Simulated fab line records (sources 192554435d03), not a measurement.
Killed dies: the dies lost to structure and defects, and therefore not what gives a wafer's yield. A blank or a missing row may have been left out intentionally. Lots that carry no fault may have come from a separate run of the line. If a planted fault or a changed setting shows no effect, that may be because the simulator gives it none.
Chamber matching	flow n5Finfet	N5_FIN_CUT_STRIP_22 on rieDiel-03: 4 sister chambers
The step strips in N2/H2. 4 wafers are shown with their chamber, then 11 later ones without.

## WAFERS, EACH WITH ITS CHAMBER
wafer	chamber	showerheadPlenumPTorr (Torr)
L079.4	3	3.37
L086.3	2	3.18
L086.4	0	3.36
L089.2	1	3.22

## WAFERS MISSING THEIR CHAMBER
wafer	showerheadPlenumPTorr (Torr)
L089.3	3.36
L089.6	3.36
L090.1	3.36
L090.2	3.22
L090.3	3.35
L090.4	3.22
L090.5	3.35
L090.6	3.36
L095.2	3.35
L095.3	3.34
L095.5	3.35

## EACH ONE'S CHAMBER
wafer	from the rows above	in truth
L089.3	can't be placed: 0 or 3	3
L089.6	can't be placed: 0 or 3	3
L090.1	can't be placed: 0 or 3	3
L090.2	1	1
L090.3	can't be placed: 0 or 3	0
L090.4	1	1
L090.5	can't be placed: 0 or 3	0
L090.6	can't be placed: 0 or 3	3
L095.2	can't be placed: 0 or 3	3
L095.3	can't be placed: 0 or 3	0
L095.5	can't be placed: 0 or 3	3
Correctly placed: 2 of 11. These rows do not allow placing 9 (true chamber among the candidates in 9). Wrongly placed: 0.
How it was worked out, from the rows above alone: a wafer's distance from a chamber is the root of the sum, over the readings, of the square of ((its reading less the chamber's mean) divided by the reading's scatter). The wafer belongs to the nearest chamber; if the next one is less than 2 further off, it can't be placed. The mean given for a chamber averages the wafers shown for that chamber. The scatter: root of mean squared gap, hidden wafer to nearest shown wafer, with one shown wafer a chamber.
